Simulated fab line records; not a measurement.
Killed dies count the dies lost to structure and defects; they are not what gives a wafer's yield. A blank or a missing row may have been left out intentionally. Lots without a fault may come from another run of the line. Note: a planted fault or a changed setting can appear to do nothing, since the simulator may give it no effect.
Chamber matching | flow nand-harc | NHARC_P_M2_STRIP_18 on rie-diel-04 has 4 sister chambers
The step strips in N2/H2. 4 wafers are shown with their chamber, then 9 later ones without.

WAFERS, EACH WITH ITS CHAMBER
wafer  | chamber | drypump-motor-current-A (A)
L247.3 | 0       | 6.24
L248.3 | 1       | 5.60
L248.4 | 2       | 6.25
L248.5 | 3       | 5.83

WAFERS MISSING THEIR CHAMBER
wafer  | drypump-motor-current-A (A)
L255.1 | 6.22
L255.3 | 6.22
L255.5 | 6.23
L254.1 | 6.24
L254.2 | 5.82
L254.5 | 6.23
L256.1 | 6.22
L256.2 | 5.84
L256.6 | 5.87

WHICH CHAMBER EACH ONE RAN IN
wafer  | from the rows above     | in truth
L255.1 | can't be placed: 0 or 2 | 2
L255.3 | can't be placed: 0 or 2 | 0
L255.5 | can't be placed: 0 or 2 | 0
L254.1 | can't be placed: 0 or 2 | 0
L254.2 | 3                       | 3
L254.5 | can't be placed: 0 or 2 | 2
L256.1 | can't be placed: 0 or 2 | 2
L256.2 | 3                       | 3
L256.6 | 3                       | 3
Placed correctly: 3 of 9. Not placeable from these rows: 6 (in 6, the candidates include the true chamber). Number placed wrongly: 0.
How it was worked out, from the rows above alone: a wafer's distance from a chamber is the root of the sum, over the readings, of the square of ((its reading less the chamber's mean) divided by the reading's scatter). The wafer belongs to the nearest chamber; if the next one is less than 2 further off, it can't be placed. For every chamber, the mean is computed from those of its wafers that are shown. The scatter (one wafer shown for each chamber): square how far every hidden wafer sits from the nearest shown wafer, average those squares and take the square root.
